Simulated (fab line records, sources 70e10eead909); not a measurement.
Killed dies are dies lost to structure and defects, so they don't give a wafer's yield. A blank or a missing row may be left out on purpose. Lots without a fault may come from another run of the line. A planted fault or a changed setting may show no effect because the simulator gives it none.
Which tool did it? | flow nand_harc | 14 lots, 42 wafers sampled, at 4 steps of a route of 1302

WHAT THE GAUGES READ, wafer by wafer
NHARC_A_BLC_OVL_MEAS_11. Usual: overlay_x_nm -0.2 nm, standard deviation 0.82; overlay_y_nm 0.2 nm, standard deviation 0.89.
lot  | measured     | on         | overlay_x_nm (nm) | overlay_y_nm (nm) | flag
L826 | day 22 19:37 | overlay-02 | -0.6 -0.5 -0.4    | -0.3 0.3 0.2      |
L828 | day 23 12:32 | overlay-02 | -0.6 0.2 -0.7     | 0.6 0.5 0.3       |
L830 | day 23 17:37 | overlay-01 | -0.3 0.1 0.1      | 1.0 0.1 1.0       |
L829 | day 23 19:23 | overlay-01 | -0.3 0.2 0.5      | -0.5 -0.3 -0.9    |
L831 | day 24 11:02 | overlay-01 | 1.4 0.6 1.0       | 0.5 0.4 0.5       |
L832 | day 25 01:59 | overlay-01 | 1.0 0.9 1.3       | -1.6 -1.1 -1.6    |
L833 | day 25 19:42 | overlay-01 | -0.3 -0.3 0.4     | 0.1 0.3 0.5       |
L836 | day 26 16:30 | overlay-02 | -0.1 -0.2 -0.2    | 0.0 -0.5 -0.2     |
L837 | day 26 20:32 | overlay-01 | 0.1 -0.1 0.3      | 0.3 0.5 0.9       |
L838 | day 27 14:53 | overlay-02 | -1.0 -1.2 -1.2    | -0.9 -0.5 -0.5    |
L840 | day 28 13:42 | overlay-01 | -0.7 -0.2 -0.6    | 0.9 1.4 1.3       |
L844 | day 30 07:03 | overlay-01 | -1.4 -1.6 -1.9    | -0.1 -1.3 -0.1    |
L847 | day 31 12:34 | overlay-01 | 0.9 0.7 0.9       | 1.2 1.1 0.6       |
L848 | day 31 14:03 | overlay-01 | -0.5 -0.7 -0.4    | 1.1 1.1 0.4       |

NHARC_A_M0_CD_MEAS_09: target cd 80 nm. Usual: cd_nm 80.2 nm, standard deviation 0.83.
lot  | measured     | on        | cd_nm (nm)                          | flag
L826 | day 22 23:26 | cd_sem-01 | 81.2 80.8 81.6                      |
L828 | day 23 16:50 | cd_sem-02 | 79.4 80.9 80.7                      |
L830 | day 23 21:42 | cd_sem-03 | 81.3 80.1 80.5                      |
L829 | day 23 23:31 | cd_sem-02 | 81.0 80.5 78.7                      |
L831 | day 24 14:58 | cd_sem-03 | 81.6 80.7 81.1                      |
L832 | day 25 05:48 | cd_sem-03 | 79.2 79.1 79.9                      |
L833 | day 25 23:38 | cd_sem-02 | 78.5 81.0 78.6                      |
L836 | day 26 20:19 | cd_sem-03 | 79.9 80.1 81.1                      |
L837 | day 27 00:22 | cd_sem-03 | 80.2 80.0 80.2                      |
L838 | day 27 18:44 | cd_sem-02 | 80.8 80.5 80.5                      |
L840 | day 28 17:38 | cd_sem-01 | 81.1 79.0 81.4                      |
L844 | day 30 11:06 | cd_sem-02 | 79.5 80.6 79.1                      |
L847 | day 31 18:10 | cd_sem-02 | 110.1 108.1 110.3 109.7 108.1 110.6 | OFF
L848 | day 31 20:00 | cd_sem-03 | 109.3 108.3 107.8 109.5 108.8 107.4 | OFF

WHICH TOOL RAN EACH LOT (tool, then ch and the chambers of the sampled wafers, then the start)
lot  | NHARC_A_BLC_ALD_23                  | NHARC_A_M0_PEB_07
L826 | ald_metal-03 ch 0,1,3, day 22 21:31 | litho_track-01 ch 0, day 22 23:21
L828 | ald_metal-02 ch 0,1,2, day 23 14:49 | litho_track-06 ch 0, day 23 16:46
L830 | ald_metal-01 ch 2,3, day 23 19:32   | litho_track-01 ch 0, day 23 21:37
L829 | ald_metal-02 ch 0,3, day 23 21:19   | litho_track-06 ch 0, day 23 23:26
L831 | ald_metal-02 ch 0,1,3, day 24 12:57 | litho_track-04 ch 0, day 24 14:53
L832 | ald_metal-03 ch 0,3, day 25 03:55   | litho_track-01 ch 0, day 25 05:43
L833 | ald_metal-02 ch 0,1,2, day 25 21:36 | litho_track-04 ch 0, day 25 23:34
L836 | ald_metal-01 ch 2,3, day 26 18:26   | litho_track-06 ch 0, day 26 20:14
L837 | ald_metal-01 ch 1,3, day 26 22:28   | litho_track-01 ch 0, day 27 00:17
L838 | ald_metal-02 ch 0,2, day 27 16:49   | litho_track-04 ch 0, day 27 18:40
L840 | ald_metal-01 ch 1,2,3, day 28 15:37 | litho_track-04 ch 0, day 28 17:34
L844 | ald_metal-02 ch 0,1,3, day 30 09:04 | litho_track-01 ch 0, day 30 11:01
L847 | ald_metal-03 ch 0,2,3, day 31 14:35 | litho_track-04 ch 0, day 31 18:05
L848 | ald_metal-02 ch 0,2,3, day 31 16:11 | litho_track-04 ch 0, day 31 19:55
- NHARC_A_BLC_ALD_23: deposits TiN, target thk 3 nm, pulse time 1 s, ald cycles 150.
- NHARC_A_M0_PEB_07: peb time 65 s.

WHAT THE TOOLS THEMSELVES READ (means of the sampled wafers that have a number; where no wafer has one, the mark that the record gives instead)
NHARC_A_BLC_ALD_23. Usual: heater_power_w 1087 W, standard deviation 100; precursor_pulse_height_rel 1.003, standard deviation 0.021.
lot  | tool         | heater_power_w (W) | precursor_pulse_height_rel | flag
L826 | ald_metal-03 | 1072               | 1.017                      |
L828 | ald_metal-02 | 1149               | 1.012                      |
L830 | ald_metal-01 | 1151               | 0.996                      |
L829 | ald_metal-02 | 951                | 0.991                      |
L831 | ald_metal-02 | 1054               | 1.006                      |
L832 | ald_metal-03 | 1180               | 1.012                      |
L833 | ald_metal-02 | 1135               | 1.014                      |
L836 | ald_metal-01 | 1160               | 0.991                      |
L837 | ald_metal-01 | 1115               | 1.015                      |
L838 | ald_metal-02 | 1076               | 1.006                      |
L840 | ald_metal-01 | 1128               | 1.005                      |
L844 | ald_metal-02 | 1052               | 1.011                      |
L847 | ald_metal-03 | 1102               | 1.003                      |
L848 | ald_metal-02 | 1060               | 1.002                      |

NHARC_A_M0_PEB_07. Usual: heater_power_total_W 156.6 W, standard deviation 0.43; plate_temp_C 100.02 C, standard deviation 0.13.
lot  | tool           | heater_power_total_W (W) | plate_temp_C (C) | flag
L826 | litho_track-01 | 156.8                    | 100.05           |
L828 | litho_track-06 | 156.2                    | 99.84            |
L830 | litho_track-01 | 156.4                    | 100.06           |
L829 | litho_track-06 | 156.4                    | 99.95            |
L831 | litho_track-04 | 156.9                    | 100.04           |
L832 | litho_track-01 | 156.3                    | 99.99            |
L833 | litho_track-04 | 156.6                    | 100.01           |
L836 | litho_track-06 | 156.7                    | 100.07           |
L837 | litho_track-01 | 156.3                    | 100.00           |
L838 | litho_track-04 | 156.7                    | 100.09           |
L840 | litho_track-04 | 156.8                    | 100.10           |
L844 | litho_track-01 | 156.4                    | 100.08           |
L847 | litho_track-04 | 177.0                    | 109.41           | OFF
L848 | litho_track-04 | 176.9                    | 109.13           | OFF

THE ANSWER, worked out from the rows above alone
Rule: a lot is off if the mean of its wafers that have a number lies more than 3 standard deviations from the usual mean. A lot without any number at a reading at which 4 lots or more have one is off too. The other lots that the step has rows for count as sound. The gauges are gone through in route order, then the tools' own readings, and for those a lot's mean is taken as printed above. The first step at which some lot is off is used, and at that step the reading that is off furthest; a lot without a number counts as furthest.
Off: L847, L848, at NHARC_A_M0_CD_MEAS_09 (cd_nm).
A tool fits if, at a process step before that reading, it ran every lot that is off, and no sound lot after the first of them. The gauges at NHARC_A_M0_CD_MEAS_09 aren't tried: what is off there is off at NHARC_A_M0_PEB_07 too, on other tools, and a gauge's error can't cause that. One fits: litho_track-04 at NHARC_A_M0_PEB_07. Its last sound lot is L840 (day 28 17:34), its first lot that is off L847 (day 31 18:05): a fault that began between those two fits.
The tool's own readings at NHARC_A_M0_PEB_07 bear it out: on the lots that are off they differ by more than 5 times the standard deviation of the sound lots' means. heater_power_total_W reads 176.9 W there against 156.5 W on the sound lots; plate_temp_C reads 109.27 C there against 100.02 C on the sound lots.

WHAT THE SIMULATOR HAD PUT IN
Process parameter drift: litho_track-04, from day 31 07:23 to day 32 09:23, at NHARC_A_M0_PEB_07. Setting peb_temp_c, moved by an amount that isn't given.
Lots struck among those shown: L847, L848. The rule above found the same.
